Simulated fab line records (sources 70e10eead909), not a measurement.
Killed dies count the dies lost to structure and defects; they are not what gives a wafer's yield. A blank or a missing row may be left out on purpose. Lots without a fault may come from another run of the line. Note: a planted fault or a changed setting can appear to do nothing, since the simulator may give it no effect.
fab line records	flow nand_harc	part 2 of 2: steps 4 to 6 of 6
record lots=24	wafers=72	last_day=34
route steps=1302 shown A_SLIT@935 A_CONTACT@1003
lots untouched by any fault: they come from a run of this same line in which no faults occurred
start_h: the number of hours between the record's first day and the start of the first shown wafer of the lot	wait_h: hours from the lot's prior step to this one	" same as the row above	L1.1+2: a row that stands for several wafers	- value missing, or start not given	* or withheld: withheld	< > ~ a bound
route shown NAME@n: NAME is a module with steps in the file, n the number in the route of the first one	usual: mean/standard deviation of fault-free wafers	same: alike in all rows	chamber/n: place in a boat	sites: the reading at each site	_std_site: standard deviation across them	_edge_site: the outer-site mean with the inner-site mean subtracted	radius_mm: how far each site lies from the wafer's centre	mask NAME#n: copy n	behind: the most recent tool/chamber to have shaped the wafer	hold: what put the lot on hold/how long, in hours/how the hold closed	device: the n, p or np transistor that did not switch	end of line: tests run on the same wafers once the route is complete	a step without rows: its recipe alone	killed: at the first sort, the dies lost to defects and structure; wafer yield is something else	map: per-die view of a wafer (x killed, . not killed, _ where there is no die)
set.NAME: the setting the step ran with; set.NAME@STEP: the setting that earlier step ran with	model.NAME: the simulator's own value behind a step, which no gauge read
one table for each step of the route and one row for each wafer, over a sample of lots
services: when a tool's chamber went out of use (start_h, in hours from the record's first day, below 0 if earlier), for how many hours, and the reason
## steps
# step NHARC_A_CONTACT_ETCH_51
# recipe target_depth_a=70000	over_etch_frac=0.3	time_s=1820	ion_energy_ev=150	o2_flow_sccm=400	cos_flow_sccm=20	ar_flow_sccm=0	rf_w=500	bias_w=300	chemistry=O2/COS
# usual drypump_motor_current_A=5.7/0.43	mfc_ar_sccm=0.012/0.013	oes_product_au=1.001/0.0072	rf_vpp_V=314.3/1.7	showerhead_plenum_p_Torr=3.13/0.11	throttle_valve_pct=28.331/0.0096
# same over_etch_frac=0.3	time_s=1820
lot.wafer	tool	chamber	start_h	wait_h	drypump_motor_current_A	mfc_ar_sccm	oes_product_au	rf_hours_counter_h	rf_vpp_V	showerhead_plenum_p_Torr	throttle_valve_pct
L074.2	rie_diel-11	0	-	-	4.9	0.027	1.006	7	312.5	3.02	28.343
L074.1	"	1	"	"	5.7	0	1.006	8	316.0	3.22	28.337
L074.3	"	2	"	"	5.8	0.009	1.004	8	312.8	3.05	28.350
L075.2	rie_diel-10	2	-	-	6.3	0.012	0.999	26	311.4	2.98	28.332
L075.3	"	3	"	"	5.4	0	1.006	26	314.6	3.13	28.334
L075.6	"	1	"	"	5.8	0.000	0.996	-	316.5	3.30	28.336
L076.1	rie_diel-11	3	-	-	5.9	0.034	1.007	9	316.0	3.28	28.341
L076.6	"	2	"	"	5.9	0.009	1.009	-	311.9	3.05	28.332
L076.5	"	3	"	"	5.8	0.034	0.996	-	316.8	3.28	28.333
L077.3	rie_diel-03	3	-	-	6.1	0.004	1.006	19	314.3	3.20	28.352
L077.4	"	1	"	"	5.2	0	1.005	21	317.6	3.33	28.307
L077.5	"	3	"	"	6.1	0.004	1.010	-	316.1	3.20	28.347
L078.3	rie_diel-11	2	-	-	5.9	0.009	1.004	15	313.9	3.05	28.347
L078.5	"	3	"	"	5.8	0.034	0.998	-	315.7	3.27	28.338
L078.6	"	0	"	"	4.9	0.027	1.001	-	312.7	3.02	28.327
L079.1	rie_diel-11	0	-	-	4.9	0.027	1.004	14	313.1	3.02	28.342
L079.6	"	2	"	"	5.9	0.009	0.998	-	314.4	3.05	28.324
L079.5	"	3	"	"	5.8	0.034	1.003	-	317.1	3.27	28.320
L081.2	rie_diel-03	0	-	-	6.1	0	0.998	26	316.9	3.33	28.317
L081.3	"	1	"	"	5.2	0	0.993	30	316.9	3.33	28.317
L081.4	"	3	"	"	6.1	0.004	1.007	30	314.9	3.19	28.336
L080.1	rie_diel-11	2	-	-	5.8	0.009	1.004	22	313.8	3.04	28.338
L080.4	"	3	"	"	5.8	0.034	0.998	21	315.5	3.27	28.344
L080.5	"	2	"	"	5.8	0.009	1.010	-	312.6	3.04	28.339
L084.2	rie_diel-11	0	-	-	4.9	0.027	0.999	21	314.1	3.02	28.337
L084.1	"	1	"	"	5.7	0	1.008	22	315.4	3.21	28.321
L084.6	"	1	"	"	5.7	0	1.007	-	315.1	3.21	28.345
L082.3	rie_diel-10	3	-	-	5.4	0	0.999	55	314.6	3.12	28.324
L082.2	"	0	"	"	5.9	0	1.005	34	314.9	3.11	28.340
L082.5	"	3	"	"	5.4	0	0.997	-	314.3	3.12	28.312
L083.1	rie_diel-11	2	-	-	5.8	0.009	1.020	25	314.8	3.04	28.326
L083.2	"	1	"	"	5.7	0	0.998	24	316.5	3.21	28.328
L083.4	"	0	"	"	5.0	0.027	1.014	-	312.2	3.01	28.345
L086.4	rie_diel-11	1	-	-	5.7	0	1.003	27	315.7	3.21	28.337
L086.1	"	2	"	"	5.8	0.009	1.014	27	313.9	3.04	28.338
L086.5	"	0	"	"	4.9	0.027	1.009	-	311.2	3.01	28.338
L085.4	rie_diel-10	2	-	-	6.3	0.012	1.000	2	311.8	2.97	28.327
L085.2	"	0	"	"	5.9	0	1.004	3	314.9	3.11	28.339
L085.5	"	2	"	"	6.4	0.012	1.011	-	311.1	2.97	28.325
L087.1	rie_diel-10	2	-	-	6.3	0.012	0.987	3	312.4	2.97	28.332
L087.2	"	3	"	"	5.3	0	1.004	3	313.5	3.11	28.338
L087.3	"	0	"	"	5.9	0	1.006	3	314.3	3.11	28.327
L090.4	rie_diel-11	2	-	-	5.8	0.009	1.002	4	313.7	3.04	28.317
L090.3	"	3	"	"	5.8	0.034	0.994	4	315.6	3.27	28.315
L090.5	"	3	"	"	5.8	0.034	0.993	-	315.0	3.26	28.321
L091.2	rie_diel-11	1	-	-	5.7	0	0.996	6	314.6	3.21	28.335
L091.1	"	3	"	"	5.9	0.034	0.993	5	315.8	3.26	28.326
L091.6	"	2	"	"	5.9	0.009	0.997	-	313.0	3.04	28.339
L089.3	rie_diel-10	1	-	-	5.9	0.000	0.999	15	316.1	3.27	28.312
L089.1	"	0	"	"	5.9	0	1.000	16	313.9	3.10	28.333
L089.5	"	2	"	"	6.4	0.012	1.013	-	312.4	2.96	28.336
L088.2	rie_diel-11	3	-	-	5.8	0.034	0.991	6	316.6	3.26	28.326
L088.3	"	1	"	"	5.7	0	0.993	7	315.4	3.21	28.329
L088.5	"	2	"	"	5.8	0.009	1.004	-	312.5	3.04	28.329
L092.2	rie_diel-10	0	-	-	5.9	0	1.011	23	314.1	3.10	28.328
L092.6	"	2	"	"	6.4	0.012	1.004	-	312.2	2.96	28.340
L092.5	"	3	"	"	5.4	0	1.002	-	314.5	3.10	28.347
L094.4	rie_diel-11	2	-	-	5.8	0.009	0.998	12	313.8	3.03	28.330
L094.1	"	0	"	"	4.9	0.027	0.998	10	312.1	3.01	28.330
L094.3	"	1	"	"	5.7	0	0.991	12	315.1	3.20	28.343
L093.4	rie_diel-10	1	-	-	5.8	0.000	1.013	30	315.4	3.26	28.340
L093.1	"	2	"	"	6.4	0.012	1.009	31	312.2	2.95	28.329
L093.5	"	0	"	"	5.9	0	1.014	-	313.4	3.09	28.326
L095.3	rie_diel-11	2	-	-	5.8	0.009	1.006	14	311.7	3.03	28.339
L095.2	"	1	"	"	5.7	0	0.990	14	315.9	3.20	28.338
L095.6	"	2	"	"	5.8	0.009	1.000	-	311.8	3.03	28.329
L096.4	rie_diel-11	3	-	-	5.8	0.034	0.988	-	316.3	3.26	28.341
L096.6	"	0	"	"	4.9	0.027	0.991	-	311.8	3.00	28.345
L096.5	"	2	"	"	5.8	0.009	1.004	-	313.5	3.03	28.319
L097.4	rie_diel-11	1	-	-	5.7	0	1.001	20	316.2	3.20	28.336
L097.1	"	2	"	"	5.8	0.009	1.013	22	312.9	3.03	28.315
L097.2	"	3	"	"	5.8	0.034	0.993	20	315.5	3.26	28.332
# step NHARC_A_CONTACT_ETCH_119
# recipe source_w=withheld	pressure_mtorr=20	bias_v=3000	time_s=190	target_depth_a=18500	ar_flow_sccm=withheld	c4f8_flow_sccm=withheld	o2_flow_sccm=withheld	chemistry=C4F8/O2/Ar
# same time_s=190
lot.wafer	tool	chamber	start_h	wait_h	rf_hours_counter_h
L074.1	har_cap_etch-03	0	483.90	0.1	39
L074.2	"	1	"	"	39
L074.3	"	0	"	"	-
L075.2	har_cap_etch-02	1	508.62	0.2	87
L075.3	"	1	"	"	-
L075.6	"	1	"	"	-
L076.1	har_cap_etch-03	0	508.87	0.2	46
L076.6	"	0	"	"	-
L076.5	"	1	"	"	-
L078.3	har_cap_etch-02	0	526.56	0.1	-
L078.5	"	1	"	"	-
L078.6	"	0	"	"	-
L077.3	har_cap_etch-01	0	526.58	0.1	-
L077.4	"	1	"	"	-
L077.5	"	1	"	"	-
L079.1	har_cap_etch-03	0	527.36	0.1	50
L079.6	"	0	"	"	-
L079.5	"	1	"	"	-
L081.2	har_cap_etch-03	1	550.90	0.1	56
L081.3	"	1	"	"	-
L081.4	"	0	"	"	-
L080.1	har_cap_etch-01	0	568.16	0.1	10
L080.4	"	1	"	"	-
L080.5	"	1	"	"	-
L084.1	har_cap_etch-03	1	584.46	0.1	59
L084.2	"	0	"	"	59
L084.6	"	1	"	"	-
L082.2	har_cap_etch-01	0	584.78	0.1	12
L082.3	"	1	"	"	-
L082.5	"	1	"	"	-
L083.2	har_cap_etch-03	0	594.05	0.1	62
L083.1	"	1	"	"	62
L083.4	"	1	"	"	-
L086.1	har_cap_etch-03	1	600.62	0.1	64
L086.4	"	0	"	"	-
L086.5	"	0	"	"	-
L085.2	har_cap_etch-01	0	614.90	0.1	18
L085.4	"	0	"	"	-
L085.5	"	0	"	"	-
L087.1	har_cap_etch-02	0	616.02	0.1	107
L087.2	"	1	"	"	107
L087.3	"	1	"	"	-
L090.4	har_cap_etch-02	1	645.08	0.1	-
L090.3	"	0	"	"	-
L090.5	"	0	"	"	-
L091.1	har_cap_etch-03	1	645.87	0.1	71
L091.2	"	0	"	"	71
L091.6	"	0	"	"	-
L088.2	har_cap_etch-02	0	649.64	0.1	114
L088.3	"	1	"	"	-
L088.5	"	1	"	"	-
L089.1	har_cap_etch-01	1	649.66	0.1	23
L089.3	"	1	"	"	-
L089.5	"	1	"	"	-
L092.2	har_cap_etch-01	1	672.36	0.1	29
L092.5	"	0	"	"	-
L092.6	"	1	"	"	-
L094.1	har_cap_etch-02	1	688.12	0.1	121
L094.3	"	0	"	"	-
L094.4	"	1	"	"	-
L093.1	har_cap_etch-01	0	688.51	0.1	31
L093.4	"	0	"	"	-
L093.5	"	1	"	"	-
L095.2	har_cap_etch-02	1	694.16	0.1	123
L095.3	"	1	"	"	-
L095.6	"	1	"	"	-
L096.4	har_cap_etch-03	1	720.34	0.1	-
L096.6	"	0	"	"	-
L096.5	"	1	"	"	-
L097.2	har_cap_etch-01	0	739.57	0.1	38
L097.1	"	1	"	"	38
L097.4	"	1	"	"	-
# step NHARC_A_CONTACT_CD_MEAS_69
# recipe target_cd_nm=300	landing_energy_ev=500
# usual cd_nm=299.9/0.44
lot.wafer	tool	chamber	start_h	wait_h	cd_nm
L074.1	cd_sem-01	0	491.02	-	300.1
L074.2	"	0	"	"	300.0
L074.3	"	0	"	"	300.8
L075.2	cd_sem-01	0	515.66	-	299.4
L075.3	"	0	"	"	299.7
L075.6	"	0	"	"	299.4
L076.1	cd_sem-01	0	516.11	-	300.6
L076.5	"	0	"	"	299.4
L076.6	"	0	"	"	300.3
L078.3	cd_sem-03	0	533.47	-	300.1
L078.5	"	0	"	"	299.9
L078.6	"	0	"	"	299.1
L077.3	cd_sem-02	0	533.82	-	300.2
L077.4	"	0	"	"	299.8
L077.5	"	0	"	"	300.6
L079.1	cd_sem-03	0	534.36	-	299.8
L079.5	"	0	"	"	300.3
L079.6	"	0	"	"	299.8
L081.2	cd_sem-02	0	557.66	-	300.0
L081.3	"	0	"	"	299.8
L081.4	"	0	"	"	299.8
L080.1	cd_sem-03	0	575.05	-	299.2
L080.4	"	0	"	"	299.3
L080.5	"	0	"	"	300.1
L082.2	cd_sem-03	0	591.63	-	300.4
L082.3	"	0	"	"	300.8
L082.5	"	0	"	"	300.1
L084.1	cd_sem-03	0	592.36	-	300.1
L084.2	"	0	"	"	300.1
L084.6	"	0	"	"	299.6
L083.1	cd_sem-02	0	600.83	-	300.2
L083.2	"	0	"	"	300.2
L083.4	"	0	"	"	299.4
L086.1	cd_sem-01	0	610.43	-	300.3
L086.4	"	0	"	"	299.4
L086.5	"	0	"	"	299.5
L085.2	cd_sem-02	0	622.36	-	300.1
L085.4	"	0	"	"	300.3
L085.5	"	0	"	"	299.9
L087.1	cd_sem-01	0	624.86	-	299.9
L087.2	"	0	"	"	299.6
L087.3	"	0	"	"	299.3
L090.3	cd_sem-03	0	652.97	-	300.2
L090.4	"	0	"	"	300.1
L090.5	"	0	"	"	300.4
L091.1	cd_sem-02	0	656.93	-	299.6
L091.2	"	0	"	"	299.6
L091.6	"	0	"	"	300.2
L089.1	cd_sem-03	0	657.15	-	298.9
L089.3	"	0	"	"	299.2
L089.5	"	0	"	"	300.0
L088.2	cd_sem-03	0	657.98	-	299.9
L088.3	"	0	"	"	299.6
L088.5	"	0	"	"	299.1
L092.2	cd_sem-01	0	679.12	-	299.4
L092.5	"	0	"	"	300.3
L092.6	"	0	"	"	300.5
L094.1	cd_sem-01	0	695.37	-	300.2
L094.3	"	0	"	"	299.3
L094.4	"	0	"	"	299.5
L093.1	cd_sem-03	0	696.20	-	299.3
L093.4	"	0	"	"	299.8
L093.5	"	0	"	"	300.0
L095.2	cd_sem-02	0	702.54	-	300.0
L095.3	"	0	"	"	299.4
L095.6	"	0	"	"	299.6
L096.4	cd_sem-01	0	727.05	-	300.1
L096.5	"	0	"	"	299.9
L096.6	"	0	"	"	299.8
L097.1	cd_sem-02	0	749.57	-	300.2
L097.2	"	0	"	"	300.0
L097.4	"	0	"	"	299.8
## services
tool	chamber	start_h	hours	kind
rie_diel-07	3	426.51	13.0	repair
rie_diel-11	-	433.46	9.0	pm
har_cap_etch-01	-	458.91	0.6	repair
rie_diel-07	-	471.20	9.0	pm
rie_diel-11	3	476.42	1.9	repair
har_cap_etch-02	-	480.05	13.6	repair
rie_diel-01	3	496.51	3.5	repair
har_cap_etch-01	-	498.08	17.0	pm
rie_diel-13	-	519.00	9.0	pm
rie_diel-01	-	526.81	0.2	repair
rie_diel-13	0	530.99	4.8	repair
rie_diel-07	2	549.62	7.9	repair
rie_diel-01	-	557.80	9.0	pm
rie_diel-11	3	589.56	5.1	repair
rie_diel-10	-	598.20	9.0	pm
rie_diel-11	-	610.46	9.0	pm
rie_diel-07	2	613.31	6.1	repair
rie_diel-11	0	623.90	8.0	repair
rie_diel-13	2	627.89	2.6	repair
rie_diel-10	3	627.91	2.3	repair
rie_diel-07	-	648.20	9.0	pm
rie_diel-13	-	696.00	9.0	pm
rie_diel-10	3	701.09	2.6	repair
rie_diel-07	0	739.04	4.5	repair
